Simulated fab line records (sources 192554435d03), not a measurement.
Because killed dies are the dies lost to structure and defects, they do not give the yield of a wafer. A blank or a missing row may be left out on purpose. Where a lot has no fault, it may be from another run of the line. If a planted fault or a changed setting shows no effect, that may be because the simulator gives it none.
Matching of chambers :: flow n5-finfet :: N5_BEOL_M3_STRIP_66 on rie-diel-04 has 4 sister chambers
The step strips in CF4. 8 wafers are shown with their chamber, then 8 later ones without.

## WAFERS, EACH WITH ITS CHAMBER
wafer: L074.6
chamber: 1
drypump-motor-current-A (A): 4.7
throttle-valve-pct (%): 13.44

wafer: L075.5
chamber: 3
drypump-motor-current-A (A): 5.5
throttle-valve-pct (%): 13.12

wafer: L079.2
chamber: 1
drypump-motor-current-A (A): 4.7
throttle-valve-pct (%): 13.43

wafer: L083.1
chamber: 2
drypump-motor-current-A (A): 5.4
throttle-valve-pct (%): 13.31

wafer: L083.2
chamber: 3
drypump-motor-current-A (A): 5.5
throttle-valve-pct (%): 13.16

wafer: L084.3
chamber: 2
drypump-motor-current-A (A): 5.4
throttle-valve-pct (%): 13.33

wafer: L084.5
chamber: 0
drypump-motor-current-A (A): 6.5
throttle-valve-pct (%): 13.60

wafer: L088.1
chamber: 0
drypump-motor-current-A (A): 6.4
throttle-valve-pct (%): 13.63

## WAFERS WITHOUT THEIR CHAMBER
wafer: L088.2
drypump-motor-current-A (A): 5.5
throttle-valve-pct (%): 13.19

wafer: L088.4
drypump-motor-current-A (A): 4.7
throttle-valve-pct (%): 12.90

wafer: L091.1
drypump-motor-current-A (A): 4.6
throttle-valve-pct (%): 12.91

wafer: L091.2
drypump-motor-current-A (A): 6.4
throttle-valve-pct (%): 13.63

wafer: L091.4
drypump-motor-current-A (A): 5.4
throttle-valve-pct (%): 13.34

wafer: L092.3
drypump-motor-current-A (A): 4.7
throttle-valve-pct (%): 12.92

wafer: L092.5
drypump-motor-current-A (A): 5.5
throttle-valve-pct (%): 13.20

wafer: L092.6
drypump-motor-current-A (A): 6.4
throttle-valve-pct (%): 13.65

## WHICH CHAMBER EACH ONE RAN IN
wafer: L088.2
from the rows above: 3
in truth: 3

wafer: L088.4
from the rows above: can't be placed: 3 or 1
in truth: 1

wafer: L091.1
from the rows above: can't be placed: 1 or 3
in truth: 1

wafer: L091.2
from the rows above: 0
in truth: 0

wafer: L091.4
from the rows above: 2
in truth: 2

wafer: L092.3
from the rows above: can't be placed: 3 or 1
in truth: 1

wafer: L092.5
from the rows above: 3
in truth: 3

wafer: L092.6
from the rows above: 0
in truth: 0
5 of 8 placed correctly. Not placeable from these rows: 3 (in 3, the candidates include the true chamber). Number placed wrongly: 0.
How it was worked out, from the rows above alone: a wafer's distance from a chamber is the root of the sum, over the readings, of the square of ((its reading less the chamber's mean) divided by the reading's scatter). The wafer belongs to the nearest chamber; if the next one is less than 2 further off, it can't be placed. For every chamber, the mean is computed from those of its wafers that are shown. The scatter: take each reading less its chamber's mean, square it, sum over the shown wafers, divide by the number of wafers less the number of chambers, and take the root.
